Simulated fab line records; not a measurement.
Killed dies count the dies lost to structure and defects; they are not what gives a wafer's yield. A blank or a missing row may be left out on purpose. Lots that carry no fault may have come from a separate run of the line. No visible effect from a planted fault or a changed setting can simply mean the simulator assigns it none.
fab line records -- flow nand-harc
[record] lots = 13, wafers = 39, last-day = 34
route steps=1302 shown A_BONDPAD@1228 THIN_TSV@1271 END@1302
lots that met no fault: from a run of the same line without faults
start-h: hours from the record's opening day to when the first of the lot's shown wafers began -- wait-h: hours since the lot's step before -- " repeats the value in the row above -- L1.1+2: a row that stands for several wafers -- - either no value or no given start -- * or withheld: withheld -- < > ~ a bound
route shown NAME@n: NAME is a module with steps in the file, n the number in the route of the first one -- usual: mean/standard deviation taken from wafers without a fault -- same: alike in all rows -- chamber/n: place in a boat -- sites: each site's reading -- _std_site: how widely they spread, as a standard deviation -- _edge_site: inner sites' mean taken away from outer sites' mean -- radius-mm: how far each site lies from the wafer's centre -- mask NAME#n: copy n -- behind: the last tool/chamber to shape the wafer -- hold: the reason the lot was held/the length of the hold in hours/how it ended -- device: the n, p or np transistor that did not switch -- end of line: the tests these same wafers got at the end of their route -- a step without rows: its recipe alone -- killed: the dies lost at the first sort to structure and to defects; this is not the yield of the wafer -- map: a wafer's dies, x killed, . not, _ none there
set.NAME: the setting as run; set.NAME@STEP: as run at that earlier step -- model.NAME: the simulator's own value behind a step, which no gauge read
one table for each step of the route and one row for each wafer, over a sample of lots
services: when a tool's chamber went out of use (start-h, in hours from the record's first day, below 0 if earlier), for how many hours, and the reason
[[steps]]
[step NHARC_A_BONDPAD_PVD_27]
[recipe] target-thk-a = 300, chamber-pressure-pa = 5, power-w = 5000, substrate-temp-c = 30, time-s = 20.49, material = Cu
[usual] chamber-pressure-pa = 5.000/0.0097, throttle-valve-pct = 29.7/1.1
lot.wafer,tool,chamber,start-h,wait-h,chamber-pressure-pa,throttle-valve-pct
L894.4,pvd-sputter-03,-,551.63,-,4.998,28.1
L894.3,pvd-sputter-03,-,551.63,-,5.003,30.3
L894.2,pvd-sputter-03,-,551.63,-,4.996,30.3
L893.4,pvd-sputter-02,-,553.92,-,4.997,30.6
L893.5,pvd-sputter-02,-,553.92,-,5.002,28.7
L893.6,pvd-sputter-02,-,553.92,-,5.014,28.0
L896.1,pvd-sputter-03,-,555.46,-,4.991,28.1
L896.5,pvd-sputter-03,-,555.46,-,5.011,30.8
L896.6,pvd-sputter-03,-,555.46,-,4.992,28.2
L899.4,pvd-sputter-02,-,592.34,-,5.005,30.6
L899.6,pvd-sputter-02,-,592.34,-,4.984,28.0
L899.5,pvd-sputter-02,-,592.34,-,4.993,30.8
L900.3,pvd-sputter-01,-,614.18,-,4.998,31.9
L900.4,pvd-sputter-01,-,614.18,-,5.020,27.6
L900.6,pvd-sputter-01,-,614.18,-,5.020,27.9
L901.2,pvd-sputter-03,-,619.32,-,4.997,30.2
L901.4,pvd-sputter-03,-,619.32,-,5.004,28.1
L901.5,pvd-sputter-03,-,619.32,-,5.009,30.1
L904.3,pvd-sputter-03,-,652.65,-,5.020,30.8
L904.6,pvd-sputter-03,-,652.65,-,4.992,30.1
L904.5,pvd-sputter-03,-,652.65,-,4.999,29.9
L908.2,pvd-sputter-03,-,688.21,-,4.992,30.6
L908.4,pvd-sputter-03,-,688.21,-,5.017,28.3
L908.3,pvd-sputter-03,-,688.21,-,5.012,30.4
L909.1,pvd-sputter-01,-,697.62,-,5.002,31.7
L909.4,pvd-sputter-01,-,697.62,-,5.008,28.0
L909.2,pvd-sputter-01,-,697.62,-,5.013,29.2
L912.1,pvd-sputter-02,-,717.75,-,5.015,28.5
L912.2,pvd-sputter-02,-,717.75,-,5.020,30.1
L912.5,pvd-sputter-02,-,717.75,-,5.005,29.4
L913.4,pvd-sputter-01,-,718.93,-,4.998,29.2
L913.3,pvd-sputter-01,-,718.93,-,5.006,27.9
L913.6,pvd-sputter-01,-,718.93,-,4.992,31.3
L916.4,pvd-sputter-03,-,767.44,-,4.988,30.0
L916.1,pvd-sputter-03,-,767.44,-,4.994,28.0
L916.6,pvd-sputter-03,-,767.44,-,4.986,29.8
L915.3,pvd-sputter-03,-,769.48,-,5.005,30.4
L915.4,pvd-sputter-03,-,769.48,-,4.990,30.0
L915.6,pvd-sputter-03,-,769.48,-,5.003,30.5
[step NHARC_THIN_TSV_PRE_CLEAN_50]
[recipe] time-s = 30, temp-c = 280, gas = H2/He
[usual] heater-power-w = 410/41
lot.wafer,tool,chamber,start-h,wait-h,heater-power-w
L894.4,pvd-sputter-03,-,-,-,468
L894.2,pvd-sputter-03,-,-,-,440
L894.3,pvd-sputter-03,-,-,-,363
L893.4,pvd-sputter-01,-,-,-,398
L893.5,pvd-sputter-01,-,-,-,363
L893.6,pvd-sputter-01,-,-,-,471
L896.1,pvd-sputter-01,-,-,-,374
L896.6,pvd-sputter-01,-,-,-,435
L896.5,pvd-sputter-01,-,-,-,396
L899.4,pvd-sputter-03,-,-,-,461
L899.5,pvd-sputter-03,-,-,-,376
L899.6,pvd-sputter-03,-,-,-,470
L900.3,pvd-sputter-02,-,-,-,451
L900.4,pvd-sputter-02,-,-,-,389
L900.6,pvd-sputter-02,-,-,-,450
L901.4,pvd-sputter-02,-,-,-,404
L901.2,pvd-sputter-02,-,-,-,344
L901.5,pvd-sputter-02,-,-,-,398
L904.3,pvd-sputter-02,-,-,-,461
L904.6,pvd-sputter-02,-,-,-,467
L904.5,pvd-sputter-02,-,-,-,406
L908.2,pvd-sputter-01,-,-,-,425
L908.3,pvd-sputter-01,-,-,-,364
L908.4,pvd-sputter-01,-,-,-,459
L909.2,pvd-sputter-03,-,-,-,446
L909.4,pvd-sputter-03,-,-,-,398
L909.1,pvd-sputter-03,-,-,-,460
L913.4,pvd-sputter-01,-,-,-,401
L913.3,pvd-sputter-01,-,-,-,448
L913.6,pvd-sputter-01,-,-,-,420
L912.1,pvd-sputter-03,-,-,-,457
L912.2,pvd-sputter-03,-,-,-,394
L912.5,pvd-sputter-03,-,-,-,339
L916.1,pvd-sputter-03,-,-,-,403
L916.4,pvd-sputter-03,-,-,-,341
L916.6,pvd-sputter-03,-,-,-,396
L915.4,pvd-sputter-02,-,-,-,403
L915.3,pvd-sputter-02,-,-,-,333
L915.6,pvd-sputter-02,-,-,-,412
[step NHARC_THIN_TSV_CMP_21]
[recipe] t-overpolish-s = 30, target-thk-nm = 2000
[usual] motor-current-A = 11.9/1.1, overpolish-run-s = 29.999/0.0086
lot.wafer,tool,chamber,start-h,wait-h,motor-current-A,overpolish-run-s
L894.4,cmp-02,3,569.77,-,12.9,30.000
L894.2,cmp-02,0,569.77,-,12.7,29.992
L894.3,cmp-02,1,569.77,-,11.6,29.996
L893.4,cmp-02,0,570.74,-,12.7,30.019
L893.5,cmp-02,1,570.74,-,12.3,29.999
L893.6,cmp-02,2,570.74,-,10.2,29.996
L896.1,cmp-03,0,573.77,-,11.0,29.987
L896.6,cmp-03,2,573.77,-,11.0,29.998
L896.5,cmp-03,3,573.77,-,12.3,30.007
L899.4,cmp-04,1,610.69,-,10.5,29.998
L899.6,cmp-04,2,610.69,-,13.6,29.997
L899.5,cmp-04,3,610.69,-,11.6,29.988
L900.4,cmp-04,1,632.14,-,10.1,30.006
L900.3,cmp-04,0,632.14,-,11.6,29.993
L900.6,cmp-04,1,632.14,-,10.6,29.990
L901.4,cmp-04,1,637.89,-,10.4,30.006
L901.2,cmp-04,3,637.89,-,11.9,29.996
L901.5,cmp-04,2,637.89,-,13.3,30.010
L904.3,cmp-04,0,670.56,-,11.5,29.988
L904.5,cmp-04,2,670.56,-,12.7,29.990
L904.6,cmp-04,3,670.56,-,11.8,30.001
L908.4,cmp-03,3,706.27,-,11.8,29.997
L908.3,cmp-03,1,706.27,-,12.8,29.989
L908.2,cmp-03,2,706.27,-,11.1,30.003
L909.4,cmp-03,3,715.74,-,11.6,29.989
L909.2,cmp-03,1,715.74,-,13.4,29.995
L909.1,cmp-03,2,715.74,-,11.1,29.996
L913.3,cmp-04,2,736.06,-,13.3,30.012
L913.4,cmp-04,0,736.06,-,11.7,30.003
L913.6,cmp-04,1,736.06,-,10.4,30.008
L912.2,cmp-04,0,737.89,-,11.8,30.006
L912.1,cmp-04,1,737.89,-,10.5,29.990
L912.5,cmp-04,2,737.89,-,12.6,30.009
L916.4,cmp-03,2,787.96,-,10.8,29.992
L916.1,cmp-03,3,787.96,-,11.7,29.989
L916.6,cmp-03,3,787.96,-,12.1,30.003
L915.4,cmp-02,3,789.28,-,13.5,29.999
L915.3,cmp-02,0,789.28,-,13.7,29.993
L915.6,cmp-02,1,789.28,-,11.7,29.993
[step NHARC_THIN_TSV_ETCH_59]
[recipe] target-depth-a = 8800, icp-w = 900, bias-w = 100, Cl2_flow_sccm = 60, bcl3-flow-sccm = 30, time-s = 138.1, chemistry = Cl2/BCl3
[usual] drypump-motor-current-A = 5.7/0.32, oes-product-au = 1.000/0.01, throttle-valve-pct = 22.264/0.0096
lot.wafer,tool,chamber,start-h,wait-h,drypump-motor-current-A,oes-product-au,rf-hours-counter-h,throttle-valve-pct
L894.2,rie-metal-01,1,571.53,0.1,5.2,0.989,2.7,22.263
L894.4,rie-metal-01,1,571.53,0.1,5.2,0.990,-,22.270
L894.3,rie-metal-01,0,571.53,0.1,6.1,1.023,-,22.263
L893.4,rie-metal-02,1,572.62,0.2,5.4,1.011,-,22.260
L893.5,rie-metal-02,1,572.62,0.2,5.4,1.000,-,22.253
L893.6,rie-metal-02,0,572.62,0.2,5.6,1.003,-,22.288
L896.1,rie-metal-03,1,575.63,0.2,5.8,1.002,0.8,22.270
L896.5,rie-metal-03,0,575.63,0.2,5.9,0.989,-,22.256
L896.6,rie-metal-03,1,575.63,0.2,5.9,0.988,-,22.268
L899.4,rie-metal-03,1,612.61,0.2,5.9,1.013,-,22.267
L899.6,rie-metal-03,0,612.61,0.2,5.9,0.978,-,22.254
L899.5,rie-metal-03,1,612.61,0.2,5.9,0.998,-,22.259
L900.4,rie-metal-01,0,633.98,0.1,6.1,1.008,-,22.254
L900.3,rie-metal-01,1,633.98,0.1,5.2,0.998,-,22.280
L900.6,rie-metal-01,0,633.98,0.1,6.0,1.014,-,22.245
L901.2,rie-metal-03,1,639.81,0.1,5.9,0.998,2.1,22.255
L901.4,rie-metal-03,0,639.81,0.1,5.9,0.987,-,22.261
L901.5,rie-metal-03,0,639.81,0.1,5.9,0.996,-,22.261
L904.3,rie-metal-01,0,672.37,0.2,6.1,1.005,-,22.256
L904.6,rie-metal-01,1,672.37,0.2,5.2,0.991,-,22.256
L904.5,rie-metal-01,0,672.37,0.2,6.2,1.015,-,22.276
L908.2,rie-metal-01,1,708.19,0.1,5.2,0.986,1.6,22.263
L908.3,rie-metal-01,0,708.19,0.1,6.1,1.005,-,22.271
L908.4,rie-metal-01,1,708.19,0.1,5.2,0.991,-,22.249
L909.2,rie-metal-01,1,717.51,0.1,5.2,0.981,1.9,22.261
L909.1,rie-metal-01,0,717.51,0.1,6.1,1.002,1.9,22.248
L909.4,rie-metal-01,1,717.51,0.1,5.2,0.989,-,22.255
L913.4,rie-metal-03,0,737.87,0.2,5.9,1.010,-,22.257
L913.3,rie-metal-03,1,737.87,0.2,5.9,0.991,-,22.268
L913.6,rie-metal-03,0,737.87,0.2,5.9,1.006,-,22.259
L912.1,rie-metal-02,0,739.59,0.1,5.6,1.003,2.2,22.255
L912.2,rie-metal-02,1,739.59,0.1,5.4,1.005,1.2,22.280
L912.5,rie-metal-02,1,739.59,0.1,5.4,1.004,-,22.276
L916.1,rie-metal-03,1,789.72,0.1,5.9,1.004,1.5,22.271
L916.4,rie-metal-03,1,789.72,0.1,5.9,1.007,-,22.251
L916.6,rie-metal-03,1,789.72,0.1,5.9,1.005,-,22.263
L915.3,rie-metal-01,1,791.17,0.2,5.2,0.982,-,22.253
L915.4,rie-metal-01,0,791.17,0.2,6.1,0.999,-,22.268
L915.6,rie-metal-01,0,791.17,0.2,6.1,1.004,-,22.268
[step NHARC_END_SORT_01]
[recipe] temp-c = 25
[usual] defect-limited-yield = 90.6/2.8, killed-at-array = 58/20, killed-at-other = 0.8/1, killed-at-periphery = 4.6/2.8, killed-dies = 63/19, killed-open = 3.4/2, killed-short = 2.4/1.8
[same] gross-dies = 677
lot.wafer,tool,chamber,start-h,wait-h,defect-limited-yield[%],killed-at-array,killed-at-other,killed-at-periphery,killed-dies,killed-open,killed-short
L904.3,prober-02,0,680.66,3.1,83.6,102,0,9,111,3,3
L904.5,prober-02,0,682.26,3.7,81.1,126,0,2,128,3,3
L904.6,prober-02,0,683.07,4.0,79.0,135,0,7,142,3,3
L908.2,prober-01,0,717.74,2.8,77.1,152,1,2,155,4,1
L908.3,prober-01,0,718.53,3.1,72.4,183,2,2,187,3,1
L908.4,prober-01,0,719.32,3.4,78.6,139,0,6,145,7,2
L909.1,prober-01,0,726.57,2.5,89.8,67,1,1,69,3,4
L909.2,prober-01,0,727.37,2.8,92.8,46,0,3,49,4,0
L909.4,prober-01,0,728.98,3.4,93.8,40,1,1,42,0,0
// killed by level:class
L904.3 A_BONDPAD:unspecified=59 A_SLIT:chamber-film-flake=30 P_M2:chamber-film-flake=4 A_STAIRCASE:chamber-film-flake=3 A_CONTACT:chamber-film-flake=3 A_CHANNEL_FILL_D2:geometric-particle:short=2 P_GATE:chamber-film-flake=2 P_CONTACT:geometric-particle:short=1
L904.5 A_BONDPAD:unspecified=85 A_SLIT:chamber-film-flake=23 A_CONTACT:chamber-film-flake=6 A_CHANNEL_HOLE_D1:chamber-film-flake=3 P_M2:chamber-film-flake=2 A_CHANNEL_FILL_D1:geometric-particle:short=1 A_CHANNEL_HOLE_D2:geometric-particle:open=1 A_CHANNEL_FILL_D2:geometric-particle:open=1
L904.6 A_BONDPAD:unspecified=96 A_SLIT:chamber-film-flake=29 P_M2:chamber-film-flake=4 A_CONTACT:chamber-film-flake=3 A_CHANNEL_HOLE_D1:chamber-film-flake=2 P_GATE:geometric-particle:short=1 P_M0:geometric-particle:short=1 A_ONON_D2:geometric-particle:open=1
L908.2 A_BONDPAD:unspecified=55 A_SLIT:chamber-film-flake=36 A_CHANNEL_HOLE_D1:chamber-film-flake=33 A_CHANNEL_HOLE_D2:chamber-film-flake=9 A_CONTACT:chamber-film-flake=8 A_SGD_CUT:chamber-film-flake=4 A_CHANNEL_FILL_D1:geometric-particle:open=2 A_ONON_D1:geometric-particle:open=1
L908.3 A_BONDPAD:unspecified=91 A_SLIT:chamber-film-flake=29 A_CHANNEL_HOLE_D1:chamber-film-flake=24 A_CHANNEL_HOLE_D2:chamber-film-flake=20 A_CONTACT:chamber-film-flake=9 A_SGD_CUT:chamber-film-flake=4 A_BLC:geometric-particle:open=2 A_STAIRCASE:chamber-film-flake=2
L908.4 A_BONDPAD:unspecified=51 A_SLIT:chamber-film-flake=34 A_CHANNEL_HOLE_D1:chamber-film-flake=15 A_CONTACT:chamber-film-flake=15 A_CHANNEL_HOLE_D2:chamber-film-flake=11 A_SGD_CUT:chamber-film-flake=4 P_M2:chamber-film-flake=3 A_SOURCE_PLATE:geometric-particle:open=2
L909.1 A_SLIT:chamber-film-flake=35 A_CHANNEL_HOLE_D1:chamber-film-flake=10 A_CONTACT:chamber-film-flake=6 A_BLC:chamber-film-flake=5 A_CHANNEL_FILL_D1:geometric-particle:short=2 A_STAIRCASE:chamber-film-flake=2 A_CHANNEL_FILL_D1:geometric-particle:open=1 A_DECK1_JOINT:geometric-particle:short=1
L909.2 A_SLIT:chamber-film-flake=25 A_CHANNEL_HOLE_D1:chamber-film-flake=13 A_CONTACT:chamber-film-flake=3 A_SGD_CUT:chamber-film-flake=2 P_M0:geometric-particle:open=1 P_M1:geometric-particle:open=1 A_ONON_D1:geometric-particle:open=1 A_BLC:geometric-particle:open=1
L909.4 A_SLIT:chamber-film-flake=21 A_CHANNEL_HOLE_D1:chamber-film-flake=5 A_CONTACT:chamber-film-flake=5 A_BLC:chamber-film-flake=3 A_CHANNEL_FILL_D1:chamber-film-flake=2 A_CHANNEL_FILL_D2:chamber-film-flake=2 P_GATE:chamber-film-flake=1 A_STAIRCASE:chamber-film-flake=1
[[services]]
tool,chamber,start-h,hours,kind
cmp-04,-,541.58,0.5,repair
rie-metal-03,0,545.85,11.7,repair
cmp-03,-,554.10,4.0,pm
pvd-sputter-03,-,559.95,4.1,repair
rie-metal-01,-,575.00,9.0,pm
rie-metal-03,0,577.94,5.9,repair
cmp-04,-,580.08,1.0,repair
pvd-sputter-01,-,582.00,10.0,pm
cmp-04,-,601.04,4.0,pm
pvd-sputter-03,-,604.24,4.8,repair
pvd-sputter-02,-,614.97,15.0,repair
pvd-sputter-02,-,638.18,10.0,pm
pvd-sputter-01,-,648.49,2.4,repair
rie-metal-03,-,696.00,9.0,pm
cmp-04,-,699.04,4.0,pm
pvd-sputter-03,-,704.08,10.0,pm
cmp-04,-,710.70,2.5,repair
pvd-sputter-03,-,718.03,8.2,repair
rie-metal-01,-,752.00,9.0,pm
pvd-sputter-01,-,760.00,10.0,pm
cmp-04,-,762.57,1.7,repair
rie-metal-01,-,768.21,0.7,repair
rie-metal-03,-,774.20,0.4,repair
cmp-04,-,783.95,1.1,repair
[[key]]
[first-sign] step = NHARC_END_SORT_01, reading = defect-limited-yield, direction = down, sigmas = 4.2, usual = 90.6, struck = 78.6
[effect] step = NHARC_END_SORT_01, reading = killed-dies, direction = up, sigmas = 4.2, usual = 63, struck = 145
[more-kills-born-at] NHARC_A_BONDPAD_PVD_27@pvd-sputter-03 = 437
met-at NHARC_A_BONDPAD_PVD_27
struck-lots L904,L908
not-acting-at NHARC_THIN_TSV_PRE_CLEAN_50,NHARC_THIN_TSV_CMP_21,NHARC_THIN_TSV_ETCH_59
onset-between 619.32 652.65
[fault] kind = chamber-particle-source, tool = pvd-sputter-03, chamber = -, onset-h = 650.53, steps = NHARC_A_BONDPAD_PVD_27, rate-per-visit-cm2 = 1.536, end-h = 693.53
